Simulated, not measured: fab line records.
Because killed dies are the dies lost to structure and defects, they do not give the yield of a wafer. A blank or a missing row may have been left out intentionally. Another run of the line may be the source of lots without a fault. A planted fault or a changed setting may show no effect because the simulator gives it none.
A struck lot beside a sound one	flow nandHarc	13 out of 1159 route steps
Sound: the wafers L970.1, L970.3, L970.6. The struck wafers were L977.1, L977.2, L977.4. At the end, the cause is stated.
Each step with rows lists, per side, the tool, then ch with its chambers, then its first start. Under that, the readings that differ: sound wafers	struck wafers	difference of the means	sigmas: that difference in standard deviations of wafers without a fault.
alike: words and numbers the same on both sides, and readings whose means are apart by under 2 such deviations; not compared: readings that were withheld, readings missing a value for some wafer, numbers with overlapping values and no deviation given by the record, and bounds like >300 which may hide the same value.
Wherever a step has rows on one side only, a row that says differs or no value, or a row with sigmas, the two part there. When numbers do not overlap yet have no deviation, they are printed without sigmas and do not part them. A reading that every wafer of one side lacks parts them only if that side has two wafers or more.

first, 5 steps without rows for these wafers: NHARC_A_ZERO_WELL_SOFTBAKE_05 (time 70 s); NHARC_A_ZERO_WELL_EBR_06; NHARC_A_ZERO_WELL_EXPOSE_07 (exposes mask A ZERO); NHARC_A_ZERO_WELL_PEB_08 (peb time 80 s); NHARC_A_ZERO_WELL_DEVELOP_09 (time 50 s).
NHARC_A_ZERO_WELL_CD_MEAS_10: target cd 2000 nm.
  sound on cdSem-01 ch 0, day 9 15:24; struck on cdSem-01 ch 0, day 11 18:28
  alike: cdNm
then, 1 step without rows for these wafers: NHARC_A_ZERO_WELL_HARDBAKE_11 (time 65 s).
NHARC_A_ZERO_WELL_DESCUM_12: chemistry O2, time 3 s.
  sound on rieDiel-10 ch 0,1,2, day 9 15:34; struck on rieDiel-05 ch 1,2,3, day 11 18:37
  alike: drypumpMotorCurrentA, oesProductAu, rfVppV, showerheadPlenumPTorr, throttleValvePct
  not compared: rfHoursCounterH
NHARC_A_ZERO_WELL_ETCH_19: etches the open film in N2/H2, target depth 80 nm, overetch 24 nm, time 87.88 s.
  sound on rieDiel-10 ch 1,2, day 9 15:39; struck on rieDiel-05 ch 0,2,3, day 11 18:43
  alike: drypumpMotorCurrentA, oesProductAu, rfVppV, showerheadPlenumPTorr, throttleValvePct
  not compared: rfHoursCounterH
NHARC_A_ZERO_WELL_ETCH_13: etches the open film in HBr/Cl2, target depth 120 nm, time 40.1 s.
  sound on rieSi-02 ch 0,1,2, day 9 15:46; struck on rieSi-05 ch 0,2,3, day 11 18:49
  alike: drypumpMotorCurrentA, oesProductAu, throttleValvePct
  not compared: rfHoursCounterH
then, 1 step without rows for these wafers: NHARC_A_ZERO_WELL_STRIP_14 (strips in SPM, time 900 s).
NHARC_A_ZERO_WELL_IMPLANT_15:
  sound on implanter-01 ch 0, day 9 16:19; struck on implanter-01, day 11 19:23
  no value came back on the struck wafers for beamEnergyKeV, beamOnS (s), tiltDeg (degrees); on the sound wafers beamEnergyKeV reads 149.99 149.96 149.98
then, 1 step without rows for these wafers: NHARC_A_ZERO_WELL_PRECLEAN_22 (cleans in SC1, time 60 s).

## WHERE THEY PART
NHARC_A_ZERO_WELL_IMPLANT_15 only, going by this record.

WHY: whatever the simulator had introduced
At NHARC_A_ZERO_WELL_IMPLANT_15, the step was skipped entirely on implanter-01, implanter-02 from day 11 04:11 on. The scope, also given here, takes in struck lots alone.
